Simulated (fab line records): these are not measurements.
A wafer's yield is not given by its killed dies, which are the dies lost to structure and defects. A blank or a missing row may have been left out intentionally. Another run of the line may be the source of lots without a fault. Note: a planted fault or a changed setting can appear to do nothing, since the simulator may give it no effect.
Split-lot experiment | flow n5Finfet | on a route of 1938 steps: 7 lots, 21 wafers read

## ABOUT THE SPLIT
At N5_BEOL_M7_VIA_ETCH_34 (etches SiCOH lowk in C4F6/O2, target depth 125.5 nm, time 50.5 s), the setting sourceW was moved away from the recipe's 345 W on 10 of the 21 wafers read, by -14.7% to +9.0%. This setting was run at the recipe's value on the other wafers.

The reading is taken at the split's own step.

## THE READING
rfVppV, in V, at N5_BEOL_M7_VIA_ETCH_34 (etches SiCOH lowk in C4F6/O2, target depth 125.5 nm, time 50.5 s). On this fab line, fault-free wafers typically give 666 V with a standard deviation of 8.8 V.

wafer  | tool, chamber at the split | sourceW as run, W | against the recipe | rfVppV, V | against lot-mates on the recipe
L083.2 | rieDiel-04, 3              | 345               | recipe             | 674       | -
L083.3 | rieDiel-04, 0              | 374.5             | +8.6%              | 645       | -29
L083.4 | rieDiel-04, 2              | 374.5             | +8.6%              | 633       | -41
L086.2 | rieDiel-02, 1              | 345               | recipe             | 667       | -
L086.3 | rieDiel-02, 0              | 345               | recipe             | 675       | -
L086.6 | rieDiel-02, 0              | 345               | recipe             | 675       | -
L088.2 | rieDiel-05, 3              | 298               | -13.6%             | 709       | +51
L088.3 | rieDiel-05, 2              | 298               | -13.6%             | 702       | +44
L088.6 | rieDiel-05, 3              | 345               | recipe             | 658       | -
L090.4 | rieDiel-04, 3              | 376.1             | +9.0%              | 644       | -19
L090.5 | rieDiel-04, 2              | 345               | recipe             | 663       | -
L090.6 | rieDiel-04, 3              | 376.1             | +9.0%              | 643       | -20
L092.2 | rieDiel-04, 0              | 345               | recipe             | 671       | -
L092.3 | rieDiel-04, 2              | 321.8             | -6.7%              | 685       | +13
L092.5 | rieDiel-04, 3              | 345               | recipe             | 673       | -
L094.1 | rieDiel-04, 2              | 294.4             | -14.7%             | 718       | +42
L094.2 | rieDiel-04, 0              | 294.4             | -14.7%             | 728       | +52
L094.3 | rieDiel-04, 1              | 345               | recipe             | 676       | -
L096.3 | rieDiel-04, 0              | 345               | recipe             | 671       | -
L096.4 | rieDiel-04, 2              | 361.2             | +4.7%              | 645       | -26
L096.5 | rieDiel-04, 3              | 345               | recipe             | 672       | -

FIT RESULTS
A straight line over all 21 wafers: rfVppV changes by -3.2 V for each +1% of sourceW; r = -0.97; the points scatter about the line by 6.6 V.
The same after taking each lot's own level away (the mean of its wafers on the recipe; 21 wafers): -3.27 V for each +1%; r = -0.97; scatter 6.1 V.
That fit puts the effect of the largest move of sourceW on the reading at 48 V.
The span of the lots' own levels, 658.0 to 676.0 V, comes to 2.0 times the standard deviation stated above.
The two slopes are in agreement: the lot-to-lot level therefore moves the slope only a little.
Check: +48.8 V against its lot-mates is what the line predicts for one of the wafers moved furthest among these (-14.7%) when that wafer is left out of the fit. It came out at +42 V against them.
Tool readings at the split's step, against how far the setting was moved: rfVppV r = -0.97.

## ADDITIONAL SPLITS CARRIED BY THESE WAFERS
Note: prior to the reading, these wafers also went through further splits. Each is held against what the fit with the lots' levels taken away leaves over:
other split on the same wafers  | wafers away from the commonest value | r with rfVppV (lot level and that fit taken away)
N5_BEOL_M5_ILD_DEP_00 timeS     | 8                                    | -0.23
N5_BEOL_M5_COAT_71 spinRpm      | 6                                    | +0.00
N5_BEOL_M6_ETCH_66 biasW        | 8                                    | +0.00
N5_BEOL_M6_TRENCH_ETCH_37 biasW | 3                                    | -0.20

## THE FILE'S OWN FIT
rfVppV changes by -3.24 V for each +1% of sourceW, r = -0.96.
